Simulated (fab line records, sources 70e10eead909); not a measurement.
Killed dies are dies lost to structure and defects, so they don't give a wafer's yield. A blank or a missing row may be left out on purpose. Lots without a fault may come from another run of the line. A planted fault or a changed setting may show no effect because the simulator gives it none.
Chamber matching | flow nand_harc | NHARC_P_GATE_STRIP_101 on rie_diel-08: 4 sister chambers
The step strips in O2, time 20 s. 8 wafers are shown with their chamber, then 7 later ones without.

WAFERS WITH THEIR CHAMBER
wafer  | chamber | showerhead_plenum_p_Torr (Torr) | oes_product_au (a.u.)
L077.3 | 2       | 3.74                            | 0.989
L080.5 | 1       | 3.75                            | 0.995
L080.6 | 0       | 3.50                            | 1.017
L083.2 | 1       | 3.75                            | 0.995
L083.3 | 3       | 3.68                            | 1.005
L083.5 | 2       | 3.73                            | 1.005
L084.1 | 3       | 3.68                            | 1.000
L084.4 | 0       | 3.50                            | 1.021

WAFERS WITHOUT THEIR CHAMBER
wafer  | showerhead_plenum_p_Torr (Torr) | oes_product_au (a.u.)
L084.6 | 3.50                            | 1.021
L085.2 | 3.49                            | 1.024
L085.3 | 3.73                            | 1.007
L085.6 | 3.49                            | 1.024
L090.1 | 3.49                            | 1.024
L090.2 | 3.72                            | 0.994
L090.6 | 3.72                            | 0.994

WHICH CHAMBER EACH WENT THROUGH
wafer  | from the rows above | in truth
L084.6 | 0                   | 0
L085.2 | 0                   | 0
L085.3 | 2                   | 2
L085.6 | 0                   | 0
L090.1 | 0                   | 0
L090.2 | 2                   | 2
L090.6 | 2                   | 2
Placed correctly: 7 of 7. Can't be placed from these rows: 0. Placed wrongly: 0.
How it was worked out, from the rows above alone: a wafer's distance from a chamber is the root of the sum, over the readings, of the square of ((its reading less the chamber's mean) divided by the reading's scatter). The wafer belongs to the nearest chamber; if the next one is less than 2 further off, it can't be placed. A chamber's mean is the mean of its shown wafers. The scatter: the root of (the sum of the squares of (reading less its chamber's mean) over the shown wafers, divided by (wafers less chambers)).
